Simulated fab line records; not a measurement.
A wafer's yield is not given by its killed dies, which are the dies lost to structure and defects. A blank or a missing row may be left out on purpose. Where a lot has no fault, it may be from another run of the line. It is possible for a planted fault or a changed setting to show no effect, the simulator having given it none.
fab line records -- flow nand-harc
[record] lots = 6, wafers = 18, last-day = 25
route steps=1159 shown A_CONTACT@860 END@1159
lots with no fault: from the same line, run without faults
start-h: hours from the record's first day to the start of the lot's first wafer shown -- wait-h: hours since the lot's step before -- " identical to the entry in the row above -- L1.1+2: one row covering several wafers at once -- - no value present, or no start provided -- * or withheld: withheld -- < > ~ a bound
route shown NAME@n: a module of which the file shows steps, and the number in the route of the first -- usual: mean and standard deviation over wafers with no fault -- same: alike in all rows -- chamber/n: place in a boat -- sites: readings site by site -- _std_site: how widely they spread, as a standard deviation -- _edge_site: outer sites' mean less inner sites' -- radius-mm: how far each site lies from the wafer's centre -- mask NAME#n: copy n -- behind: the last tool/chamber to shape the wafer -- hold: what put the lot on hold/how long, in hours/how the hold closed -- device: the transistor (n, p or np) that didn't switch -- end of line: the tests these same wafers got at the end of their route -- step lacking rows: just its recipe -- killed: at the first sort, the dies lost to defects and structure; wafer yield is something else -- map: a wafer's dies, marking killed ones x, the rest . and places with no die _
set.NAME: the setting that was run; set.NAME@STEP: the one run at that earlier step -- model.NAME: the simulator's own value behind a step, which no gauge read
lots at some steps of the route; a table a step, a row a wafer
services: a tool's chamber out of use, with start hour (start-h, from the record's first day; less than 0 if before it), hours out, and reason
[[steps]]
[step NHARC_A_CONTACT_ETCH_50]
[recipe] target-depth-a = 847, time-s = 42.4, cf4-flow-sccm = 100, chf3-flow-sccm = 30, ar-flow-sccm = 0, rf-w = 500, bias-w = 200, chemistry = CF4/CHF3
[usual] bias-w = 200.0/0.67, cf4-flow-sccm = 99.95/0.29, drypump-motor-current-A = 5.8/0.45, oes-product-au = 0.951/0.024, rf-vpp-V = 372.6/1.9, showerhead-plenum-p-Torr = 1.63/0.052, throttle-valve-pct = 16.803/0.0094
[same] time-s = 42.4
lot.wafer,tool,chamber,start-h,wait-h,bias-w,cf4-flow-sccm,drypump-motor-current-A,oes-product-au,rf-hours-counter-h,rf-vpp-V,showerhead-plenum-p-Torr,throttle-valve-pct
L693.1,rie-diel-09,0,-,-,199.0,99.96,5.5,0.967,23,368.4,1.54,16.809
L693.3,rie-diel-09,2,-,-,199.2,100.25,5.9,0.976,22,372.0,1.67,16.806
L693.6,rie-diel-09,3,-,-,200.6,100.41,5.1,0.968,-,373.1,1.63,16.803
L692.3,rie-diel-02,2,-,-,200.5,100.38,6.3,0.954,15,373.1,1.60,16.819
L692.1,rie-diel-02,0,-,-,200.8,100.24,5.7,0.953,1,374.3,1.70,16.796
L692.5,rie-diel-02,2,-,-,200.2,100.39,6.3,0.959,-,370.7,1.60,16.808
L699.4,rie-diel-02,3,-,-,199.9,100.29,5.8,0.914,45,374.1,1.69,16.799
L699.6,rie-diel-02,3,-,-,200.4,100.02,5.8,0.916,-,374.1,1.69,16.809
L699.5,rie-diel-02,0,-,-,200.4,100.23,5.7,0.895,-,374.1,1.69,16.807
L703.2,rie-diel-09,3,-,-,200.8,99.38,5.1,0.950,0,373.6,1.63,16.807
L703.1,rie-diel-09,0,-,-,200.7,99.92,5.5,0.980,0,370.6,1.53,16.816
L703.6,rie-diel-09,3,-,-,198.9,99.65,5.1,0.958,-,371.9,1.63,16.810
L709.1,rie-diel-07,0,-,-,200.0,99.58,6.3,0.941,26,372.8,1.62,16.800
L709.3,rie-diel-07,1,-,-,198.5,99.64,5.4,0.994,18,369.7,1.54,16.805
L709.6,rie-diel-07,1,-,-,199.5,100.07,5.4,0.997,-,370.8,1.54,16.800
L713.4,rie-diel-02,2,-,-,200.1,100.24,6.3,0.954,5,371.7,1.58,16.787
L713.1,rie-diel-02,3,-,-,200.2,99.69,5.8,0.992,4,374.2,1.68,16.809
L713.6,rie-diel-02,3,-,-,200.3,99.51,5.8,0.994,-,373.8,1.68,16.802
[step NHARC_A_CONTACT_ETCH_51]
[recipe] target-depth-a = 36000, over-etch-frac = 0.3, time-s = 936, ion-energy-ev = 150, o2-flow-sccm = 400, cos-flow-sccm = 20, ar-flow-sccm = 0, rf-w = 500, bias-w = 300, chemistry = O2/COS
[usual] bias-w = 300.0/0.88, chamber-pressure-mTorr = 20.000/0.02, drypump-motor-current-A = 5.9/0.47, oes-product-au = 1.000/0.01, rf-vpp-V = 315.7/1.6, showerhead-plenum-p-Torr = 3.23/0.097, throttle-valve-pct = 28.331/0.008
[same] time-s = 936
lot.wafer,tool,chamber,start-h,wait-h,bias-w,chamber-pressure-mTorr,drypump-motor-current-A,oes-product-au,rf-hours-counter-h,rf-vpp-V,showerhead-plenum-p-Torr,throttle-valve-pct
L693.3,rie-diel-09,3,-,-,301.2,20.018,5.1,1.013,23,315.1,3.23,28.323
L693.1,rie-diel-09,2,-,-,299.6,19.984,5.9,1.002,22,316.7,3.32,28.332
L693.6,rie-diel-09,0,-,-,301.0,19.976,5.5,1.014,-,313.6,3.05,28.327
L692.1,rie-diel-02,2,-,-,302.7,20.013,6.3,1.009,15,314.4,3.17,28.320
L692.3,rie-diel-02,0,-,-,300.6,20.008,5.7,0.994,1,316.6,3.37,28.341
L692.5,rie-diel-02,2,-,-,301.7,20.016,6.3,1.010,-,313.8,3.17,28.324
L699.4,rie-diel-02,3,-,-,299.3,19.983,5.9,0.997,45,314.9,3.35,28.338
L699.5,rie-diel-02,1,-,-,299.7,20.049,6.7,1.008,-,317.2,3.22,28.330
L699.6,rie-diel-02,2,-,-,300.7,19.993,6.3,1.005,-,314.5,3.16,28.327
L703.2,rie-diel-09,3,-,-,299.7,20.001,5.1,0.996,0,315.6,3.23,28.340
L703.1,rie-diel-09,0,-,-,299.0,20.016,5.5,1.014,1,311.8,3.04,28.332
L703.6,rie-diel-09,0,-,-,299.8,20.001,5.5,1.001,-,313.2,3.04,28.343
L709.1,rie-diel-07,0,-,-,299.1,19.992,6.3,0.999,27,316.1,3.22,28.323
L709.3,rie-diel-07,2,-,-,300.7,20.014,6.0,1.006,24,316.6,3.30,28.321
L709.6,rie-diel-07,1,-,-,299.4,19.989,5.4,1.020,-,312.7,3.06,28.325
L713.1,rie-diel-02,3,-,-,299.9,20.006,5.8,1.013,4,316.7,3.33,28.345
L713.4,rie-diel-02,2,-,-,300.1,20.018,6.3,0.975,5,314.4,3.14,28.327
L713.6,rie-diel-02,3,-,-,300.5,19.971,5.8,1.006,-,316.7,3.33,28.341
[step NHARC_A_CONTACT_ETCH_111]
[recipe] source-w = withheld, pressure-mtorr = 20, bias-v = withheld, time-s = 140, target-depth-a = 7000, ar-flow-sccm = withheld, c4f8-flow-sccm = withheld, o2-flow-sccm = withheld, chemistry = C4F8/O2/Ar
[step NHARC_A_CONTACT_ETCH_112]
[recipe] source-w = withheld, pressure-mtorr = 20, bias-v = 3000, time-s = 94, target-depth-a = 9220, ar-flow-sccm = withheld, c4f8-flow-sccm = withheld, o2-flow-sccm = withheld, chemistry = C4F8/O2/Ar
[step NHARC_A_CONTACT_ETCH_113]
[recipe] source-w = withheld, pressure-mtorr = 20, bias-v = 3000, time-s = 94, target-depth-a = 9220, ar-flow-sccm = withheld, c4f8-flow-sccm = withheld, o2-flow-sccm = withheld, chemistry = C4F8/O2/Ar
[step NHARC_A_CONTACT_ETCH_114]
[recipe] source-w = withheld, pressure-mtorr = 20, bias-v = 3000, time-s = 94, target-depth-a = 9220, ar-flow-sccm = withheld, c4f8-flow-sccm = withheld, o2-flow-sccm = withheld, chemistry = C4F8/O2/Ar
[step NHARC_A_CONTACT_ETCH_115]
[recipe] source-w = withheld, pressure-mtorr = 20, bias-v = 3000, time-s = 94, target-depth-a = 9220, ar-flow-sccm = withheld, c4f8-flow-sccm = withheld, o2-flow-sccm = withheld, chemistry = C4F8/O2/Ar
[step NHARC_A_CONTACT_ETCH_116]
[recipe] source-w = withheld, pressure-mtorr = 20, bias-v = 3000, time-s = 94, target-depth-a = 9220, ar-flow-sccm = withheld, c4f8-flow-sccm = withheld, o2-flow-sccm = withheld, chemistry = C4F8/O2/Ar
[step NHARC_A_CONTACT_ETCH_117]
[recipe] source-w = withheld, pressure-mtorr = 20, bias-v = 3000, time-s = 94, target-depth-a = 9220, ar-flow-sccm = withheld, c4f8-flow-sccm = withheld, o2-flow-sccm = withheld, chemistry = C4F8/O2/Ar
[step NHARC_A_CONTACT_ETCH_118]
[recipe] source-w = withheld, pressure-mtorr = 20, bias-v = 3000, time-s = 94, target-depth-a = 9220, ar-flow-sccm = withheld, c4f8-flow-sccm = withheld, o2-flow-sccm = withheld, chemistry = C4F8/O2/Ar
[step NHARC_A_CONTACT_ETCH_119]
[recipe] source-w = withheld, pressure-mtorr = 20, bias-v = 3000, time-s = 94, target-depth-a = 9220, ar-flow-sccm = withheld, c4f8-flow-sccm = withheld, o2-flow-sccm = withheld, chemistry = C4F8/O2/Ar
[usual] chamber-pressure-mTorr = 19.999/0.018, oes-air-line-au = 1.002/0.021
[same] time-s = 94
lot.wafer,tool,chamber,start-h,wait-h,chamber-pressure-mTorr,oes-air-line-au,rf-hours-counter-h
L693.1,har-cap-etch-01,1,375.91,0.1,20.021,1.001,55
L693.3,har-cap-etch-01,1,375.91,0.1,19.961,1.019,-
L693.6,har-cap-etch-01,0,375.91,0.1,19.981,1.001,-
L692.1,har-cap-etch-03,0,376.10,0.1,19.988,1.022,84
L692.3,har-cap-etch-03,1,376.10,0.1,20.022,1.005,-
L692.5,har-cap-etch-03,0,376.10,0.1,19.999,1.014,-
L699.4,har-cap-etch-01,1,438.16,0.1,19.985,0.986,-
L699.5,har-cap-etch-01,0,438.16,0.1,19.953,0.994,-
L699.6,har-cap-etch-01,1,438.16,0.1,19.991,0.982,-
L703.1,har-cap-etch-01,1,444.69,0.1,19.983,1.007,67
L703.2,har-cap-etch-01,0,444.69,0.1,19.991,1.023,67
L703.6,har-cap-etch-01,0,444.69,0.1,19.980,1.015,-
L709.1,har-cap-etch-01,0,482.85,0.1,20.004,1.004,75
L709.3,har-cap-etch-01,1,482.85,0.1,20.000,1.010,-
L709.6,har-cap-etch-01,0,482.85,0.1,19.999,0.999,-
L713.1,har-cap-etch-01,0,526.99,0.1,19.995,1.024,83
L713.4,har-cap-etch-01,1,526.99,0.1,20.018,1.033,-
L713.6,har-cap-etch-01,0,526.99,0.1,20.008,1.006,-
[step NHARC_A_CONTACT_ETCH_120]
[recipe] source-w = withheld, pressure-mtorr = 20, bias-v = 3000, time-s = 94, target-depth-a = 9220, ar-flow-sccm = withheld, c4f8-flow-sccm = withheld, o2-flow-sccm = withheld, chemistry = C4F8/O2/Ar
[usual] chamber-pressure-mTorr = 19.999/0.018, oes-air-line-au = 1.001/0.02
[same] time-s = 94
lot.wafer,tool,chamber,start-h,wait-h,chamber-pressure-mTorr,oes-air-line-au,rf-hours-counter-h
L693.1,har-cap-etch-01,1,376.00,0.1,19.982,0.993,55
L693.3,har-cap-etch-01,1,376.00,0.1,20.004,0.994,-
L693.6,har-cap-etch-01,0,376.00,0.1,19.995,1.005,-
L692.1,har-cap-etch-03,0,376.20,0.1,20.010,0.947,84
L692.3,har-cap-etch-03,1,376.20,0.1,20.013,1.015,-
L692.5,har-cap-etch-03,0,376.20,0.1,20.022,0.981,-
L699.4,har-cap-etch-01,1,438.25,0.1,20.020,0.991,-
L699.5,har-cap-etch-01,0,438.25,0.1,20.028,0.995,-
L699.6,har-cap-etch-01,1,438.25,0.1,20.012,1.013,-
L703.1,har-cap-etch-01,1,444.78,0.1,19.982,0.976,67
L703.2,har-cap-etch-01,0,444.78,0.1,20.003,1.019,67
L703.6,har-cap-etch-01,0,444.78,0.1,20.002,1.012,-
L709.1,har-cap-etch-01,0,482.97,0.1,20.025,1.045,75
L709.3,har-cap-etch-01,1,482.97,0.1,19.984,1.048,-
L709.6,har-cap-etch-01,0,482.97,0.1,19.975,1.038,-
L713.1,har-cap-etch-01,0,527.08,0.1,20.019,1.011,84
L713.4,har-cap-etch-01,1,527.08,0.1,20.033,0.999,-
L713.6,har-cap-etch-01,0,527.08,0.1,19.975,1.017,-
[step NHARC_A_CONTACT_ETCH_121]
[recipe] source-w = withheld, pressure-mtorr = 20, bias-v = 3000, time-s = 94, target-depth-a = 9220, ar-flow-sccm = withheld, c4f8-flow-sccm = withheld, o2-flow-sccm = withheld, chemistry = C4F8/O2/Ar
[usual] chamber-pressure-mTorr = 19.999/0.019, oes-air-line-au = 1.000/0.02, time-s = 94/0
lot.wafer,tool,chamber,start-h,wait-h,chamber-pressure-mTorr,oes-air-line-au,rf-hours-counter-h,time-s
L693.1,har-cap-etch-01,1,376.09,0.1,19.986,1.014,55,94
L693.3,har-cap-etch-01,1,376.09,0.1,19.996,1.005,-,94
L693.6,har-cap-etch-01,0,376.09,0.1,19.960,1.027,-,94
L692.1,har-cap-etch-03,0,376.29,0.1,20.020,1.015,84,94
L692.3,har-cap-etch-03,1,376.29,0.1,20.013,1.013,-,94
L692.5,har-cap-etch-03,0,376.29,0.1,20.006,0.991,-,94
L699.4,har-cap-etch-01,1,438.35,0.1,-,-,-,-
L699.5,har-cap-etch-01,0,438.35,0.1,-,-,-,-
L699.6,har-cap-etch-01,1,438.35,0.1,-,-,-,-
L703.1,har-cap-etch-01,1,444.87,0.1,-,-,-,-
L703.2,har-cap-etch-01,0,444.87,0.1,-,-,-,-
L703.6,har-cap-etch-01,0,444.87,0.1,-,-,-,-
L709.1,har-cap-etch-01,0,483.09,0.1,19.984,0.969,75,94
L709.3,har-cap-etch-01,1,483.09,0.1,19.977,1.016,-,94
L709.6,har-cap-etch-01,0,483.09,0.1,19.938,0.974,-,94
L713.1,har-cap-etch-01,0,527.17,0.1,20.016,1.013,84,94
L713.4,har-cap-etch-01,1,527.17,0.1,19.963,1.000,-,94
L713.6,har-cap-etch-01,0,527.17,0.1,20.029,0.993,-,94
[step NHARC_A_CONTACT_ETCH_122]
[recipe] source-w = withheld, pressure-mtorr = 20, bias-v = 3000, time-s = 95, target-depth-a = 9300, ar-flow-sccm = withheld, c4f8-flow-sccm = withheld, o2-flow-sccm = withheld, chemistry = C4F8/O2/Ar
[usual] chamber-pressure-mTorr = 20.002/0.018, oes-air-line-au = 1.002/0.019
[same] time-s = 95
lot.wafer,tool,chamber,start-h,wait-h,chamber-pressure-mTorr,oes-air-line-au,rf-hours-counter-h
L693.1,har-cap-etch-01,1,376.18,0.1,20.004,1.017,55
L693.3,har-cap-etch-01,1,376.18,0.1,20.033,0.982,-
L693.6,har-cap-etch-01,0,376.18,0.1,19.994,1.018,-
L692.1,har-cap-etch-03,0,376.38,0.1,20.005,0.996,84
L692.3,har-cap-etch-03,1,376.38,0.1,20.017,0.989,-
L692.5,har-cap-etch-03,0,376.38,0.1,20.006,1.001,-
L699.4,har-cap-etch-01,1,438.44,0.1,19.990,1.009,-
L699.5,har-cap-etch-01,0,438.44,0.1,19.996,0.989,-
L699.6,har-cap-etch-01,1,438.44,0.1,20.012,1.012,-
L703.1,har-cap-etch-01,1,444.97,0.1,20.001,0.997,68
L703.2,har-cap-etch-01,0,444.97,0.1,20.016,0.988,68
L703.6,har-cap-etch-01,0,444.97,0.1,19.988,0.991,-
L709.1,har-cap-etch-01,0,483.21,0.1,19.998,1.007,75
L709.3,har-cap-etch-01,1,483.21,0.1,19.995,0.965,-
L709.6,har-cap-etch-01,0,483.21,0.1,19.985,1.019,-
L713.1,har-cap-etch-01,0,527.26,0.1,20.020,1.011,84
L713.4,har-cap-etch-01,1,527.26,0.1,20.018,0.973,-
L713.6,har-cap-etch-01,0,527.26,0.1,19.991,1.012,-
[step NHARC_END_SORT_01]
[recipe] temp-c = 25
[usual] killed-at-array = 26/9, killed-at-other = 0.8/1.2, killed-at-periphery = 3.2/2.3, killed-dies = 30/9.1, killed-open = 3.5/2, killed-short = 1.8/1.4
[same] gross-dies = 677
lot.wafer,tool,chamber,start-h,wait-h,killed-at-array,killed-at-other,killed-at-periphery,killed-dies,killed-open,killed-short
L693.1,prober-01,0,454.62,2.5,18,0,4,22,1,0
L693.3,prober-01,0,456.23,3.1,27,0,2,29,4,8
L693.6,prober-01,0,458.64,4.0,30,0,1,31,0,0
L699.4,prober-01,0,504.18,3.4,674,1,2,677,7,4
L699.5,prober-01,0,504.98,3.7,676,0,1,677,2,0
L699.6,prober-01,0,505.78,4.0,674,1,2,677,5,4
L703.1,prober-01,0,514.06,2.5,676,0,1,677,4,2
L703.2,prober-01,0,514.86,2.8,675,0,2,677,4,1
L703.6,prober-01,0,518.07,4.0,676,0,1,677,2,4
L713.1,prober-02,0,600.49,2.5,38,0,7,45,1,2
L713.4,prober-02,0,602.88,3.4,43,0,4,47,5,2
L713.6,prober-02,0,604.48,4.0,48,0,5,53,5,3
// killed by level:class
L693.1 A_CHANNEL_HOLE_D1:chamber-film-flake=11 A_STAIRCASE:chamber-film-flake=3 P_GATE:chamber-film-flake=2 A_CONTACT:chamber-film-flake=2 A_CONTACT:geometric-particle:open=1 P_STI:chamber-film-flake=1 P_M0:chamber-film-flake=1 A_WL_FILL:chamber-film-flake=1
L693.3 A_CHANNEL_HOLE_D1:chamber-film-flake=8 A_WL_FILL:geometric-particle:short=4 A_CHANNEL_FILL_D1:chamber-film-flake=4 A_CHANNEL_FILL_D1:geometric-particle:open=3 A_CONTACT:chamber-film-flake=2 P_M0:geometric-particle:short=1 A_ONON_D1:geometric-particle:short=1 A_CHANNEL_HOLE_D1:geometric-particle:short=1
L693.6 A_CHANNEL_HOLE_D1:chamber-film-flake=18 A_CHANNEL_FILL_D1:chamber-film-flake=5 A_WL_FILL:chamber-film-flake=3 A_CONTACT:chamber-film-flake=2 P_GATE:chamber-film-flake=1 A_SLIT:chamber-film-flake=1 A_BONDPAD:chamber-film-flake=1
L699.4 A_CONTACT:area-etch=647 A_CHANNEL_HOLE_D1:chamber-film-flake=16 A_CONTACT:geometric-particle:open=3 P_GATE:geometric-particle:open=1 P_GATE:geometric-particle:short=1 A_SOURCE_PLATE:geometric-particle:open=1 A_ONON_D1:geometric-particle:open=1 A_SGD_CUT:geometric-particle:open=1
L699.5 A_CONTACT:area-etch=650 A_CHANNEL_HOLE_D1:chamber-film-flake=23 P_M0:geometric-particle:open=1 A_SGD_CUT:geometric-particle:open=1 A_ZERO_WELL:chamber-film-flake=1 A_CONTACT:chamber-film-flake=1
L699.6 A_CONTACT:area-etch=647 A_CHANNEL_HOLE_D1:chamber-film-flake=17 A_CONTACT:chamber-film-flake=3 A_CONTACT:geometric-particle:open=2 P_CONTACT:geometric-particle:open=1 P_M1:geometric-particle:open=1 A_ONON_D1:geometric-particle:short=1 A_CHANNEL_HOLE_D1:geometric-particle:short=1
L703.1 A_CONTACT:area-etch=634 A_SLIT:chamber-film-flake=16 A_CHANNEL_HOLE_D1:chamber-film-flake=15 A_STAIRCASE:chamber-film-flake=2 A_WL_FILL:chamber-film-flake=2 A_CONTACT:chamber-film-flake=2 P_M0:geometric-particle:open=1 A_ONON_D1:geometric-particle:short=1
L703.2 A_CONTACT:area-etch=635 A_CHANNEL_HOLE_D1:chamber-film-flake=16 A_SLIT:chamber-film-flake=9 A_CONTACT:chamber-film-flake=9 A_ONON_D1:geometric-particle:open=2 A_STAIRCASE:chamber-film-flake=2 P_CONTACT:geometric-particle:open=1 A_CONTACT:geometric-particle:open=1
L703.6 A_CONTACT:area-etch=642 A_CHANNEL_HOLE_D1:chamber-film-flake=12 A_SLIT:chamber-film-flake=12 A_CONTACT:chamber-film-flake=5 P_CONTACT:geometric-particle:short=1 A_ONON_D1:geometric-particle:short=1 A_SGD_CUT:geometric-particle:open=1 A_WL_FILL:geometric-particle:short=1
L713.1 A_SLIT:chamber-film-flake=14 A_SGD_CUT:chamber-film-flake=8 A_CHANNEL_HOLE_D1:chamber-film-flake=7 P_STI:chamber-film-flake=4 A_STAIRCASE:chamber-film-flake=3 A_CONTACT:chamber-film-flake=3 P_GATE:geometric-particle:short=1 P_CONTACT:geometric-particle:short=1
L713.4 A_SLIT:chamber-film-flake=15 A_CHANNEL_HOLE_D1:chamber-film-flake=8 A_SGD_CUT:chamber-film-flake=7 A_CONTACT:chamber-film-flake=6 P_STI:chamber-film-flake=4 A_CONTACT:geometric-particle:open=2 A_SOURCE_PLATE:geometric-particle:short=1 A_SOURCE_PLATE:geometric-particle:open=1
L713.6 A_SLIT:chamber-film-flake=17 A_CHANNEL_HOLE_D1:chamber-film-flake=8 A_CONTACT:chamber-film-flake=6 A_STAIRCASE:chamber-film-flake=6 A_SGD_CUT:chamber-film-flake=4 P_STI:chamber-film-flake=3 A_M0:geometric-particle:open=2 P_CONTACT:geometric-particle:open=1
// map L699.4 (x killed, . not)
____________x____________
_________xxxxxxx_________
_______xxxxxxxxxxx_______
______xxxxxxxxxxxxx______
_____xxxxxxxxxxxxxxx_____
____xxxxxxxxxxxxxxxxx____
____xxxxxxxxxxxxxxxxx____
___xxxxxxxxxxxxxxxxxxx___
___xxxxxxxxxxxxxxxxxxx___
__xxxxxxxxxxxxxxxxxxxxx__
__xxxxxxxxxxxxxxxxxxxxx__
_xxxxxxxxxxxxxxxxxxxxxxx_
_xxxxxxxxxxxxxxxxxxxxxxx_
_xxxxxxxxxxxxxxxxxxxxxxx_
_xxxxxxxxxxxxxxxxxxxxxxx_
_xxxxxxxxxxxxxxxxxxxxxxx_
xxxxxxxxxxxxxxxxxxxxxxxxx
xxxxxxxxxxxxxxxxxxxxxxxxx
xxxxxxxxxxxxxxxxxxxxxxxxx
xxxxxxxxxxxxxxxxxxxxxxxxx
xxxxxxxxxxxxxxxxxxxxxxxxx
_xxxxxxxxxxxxxxxxxxxxxxx_
_xxxxxxxxxxxxxxxxxxxxxxx_
_xxxxxxxxxxxxxxxxxxxxxxx_
_xxxxxxxxxxxxxxxxxxxxxxx_
_xxxxxxxxxxxxxxxxxxxxxxx_
__xxxxxxxxxxxxxxxxxxxxx__
__xxxxxxxxxxxxxxxxxxxxx__
___xxxxxxxxxxxxxxxxxxx___
___xxxxxxxxxxxxxxxxxxx___
____xxxxxxxxxxxxxxxxx____
____xxxxxxxxxxxxxxxxx____
_____xxxxxxxxxxxxxxx_____
______xxxxxxxxxxxxx______
_______xxxxxxxxxxx_______
_________xxxxxxx_________
____________x____________
// map L703.1 (x killed, . not)
____________x____________
_________xxxxxxx_________
_______xxxxxxxxxxx_______
______xxxxxxxxxxxxx______
_____xxxxxxxxxxxxxxx_____
____xxxxxxxxxxxxxxxxx____
____xxxxxxxxxxxxxxxxx____
___xxxxxxxxxxxxxxxxxxx___
___xxxxxxxxxxxxxxxxxxx___
__xxxxxxxxxxxxxxxxxxxxx__
__xxxxxxxxxxxxxxxxxxxxx__
_xxxxxxxxxxxxxxxxxxxxxxx_
_xxxxxxxxxxxxxxxxxxxxxxx_
_xxxxxxxxxxxxxxxxxxxxxxx_
_xxxxxxxxxxxxxxxxxxxxxxx_
_xxxxxxxxxxxxxxxxxxxxxxx_
xxxxxxxxxxxxxxxxxxxxxxxxx
xxxxxxxxxxxxxxxxxxxxxxxxx
xxxxxxxxxxxxxxxxxxxxxxxxx
xxxxxxxxxxxxxxxxxxxxxxxxx
xxxxxxxxxxxxxxxxxxxxxxxxx
_xxxxxxxxxxxxxxxxxxxxxxx_
_xxxxxxxxxxxxxxxxxxxxxxx_
_xxxxxxxxxxxxxxxxxxxxxxx_
_xxxxxxxxxxxxxxxxxxxxxxx_
_xxxxxxxxxxxxxxxxxxxxxxx_
__xxxxxxxxxxxxxxxxxxxxx__
__xxxxxxxxxxxxxxxxxxxxx__
___xxxxxxxxxxxxxxxxxxx___
___xxxxxxxxxxxxxxxxxxx___
____xxxxxxxxxxxxxxxxx____
____xxxxxxxxxxxxxxxxx____
_____xxxxxxxxxxxxxxx_____
______xxxxxxxxxxxxx______
_______xxxxxxxxxxx_______
_________xxxxxxx_________
____________x____________
[[services]]
tool,chamber,start-h,hours,kind
rie-diel-02,0,361.46,-,clean
rie-diel-02,1,361.46,-,clean
rie-diel-02,2,361.46,-,clean
rie-diel-02,3,361.46,-,clean
rie-diel-02,0,385.98,-,clean
rie-diel-02,1,385.98,-,clean
rie-diel-02,2,385.98,-,clean
rie-diel-02,3,385.98,-,clean
rie-diel-07,-,396.21,0.8,repair
rie-diel-07,-,405.23,9.0,pm
rie-diel-02,0,411.09,-,clean
rie-diel-02,1,411.09,-,clean
rie-diel-02,2,411.09,-,clean
rie-diel-02,3,411.09,-,clean
rie-diel-09,-,431.10,9.0,pm
rie-diel-02,0,435.66,-,clean
rie-diel-02,1,435.66,-,clean
rie-diel-07,1,445.64,11.8,repair
rie-diel-07,2,472.43,2.0,repair
rie-diel-07,1,475.59,4.5,repair
rie-diel-07,0,483.49,29.7,repair
rie-diel-07,3,501.47,9.7,repair
rie-diel-02,-,504.76,9.0,pm
har-cap-etch-01,-,518.75,0.1,repair
[[key]]
[first-sign] step = NHARC_A_CONTACT_ETCH_121, reading = tool-record, direction = missing
[effect] step = NHARC_END_SORT_01, reading = killed-at-array, direction = up, sigmas = 72, usual = 26, struck = 675
[more-kills-born-at] NHARC_A_CONTACT_ETCH_121@har-cap-etch-01 = 3855
met-at NHARC_A_CONTACT_ETCH_121
struck-wafers L699.4,L699.5,L699.6,L703.1,L703.2,L703.6
later-rows-left-out L699.4,L699.5,L699.6,L703.1,L703.2,L703.6
tester-left-out L699,L703
onset-between 376.09 438.35
[fault] kind = skipped-step-whole, tool = har-cap-etch-01, chamber = -, onset-h = 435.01, steps = NHARC_A_CONTACT_ETCH_121, scope = struck-lots-only
// tester-left-out: of these lots the tester's yield and bins aren't shown, on N5 and GAA mostly nor the transistor test; their killed dies are dies lost to structure and defects alone, not to doping, threshold or leakage, so they don't give the yield
// later-rows-left-out: the simulator's readings of these wafers behind a module that went badly wrong aren't trusted and aren't shown, but for the sort
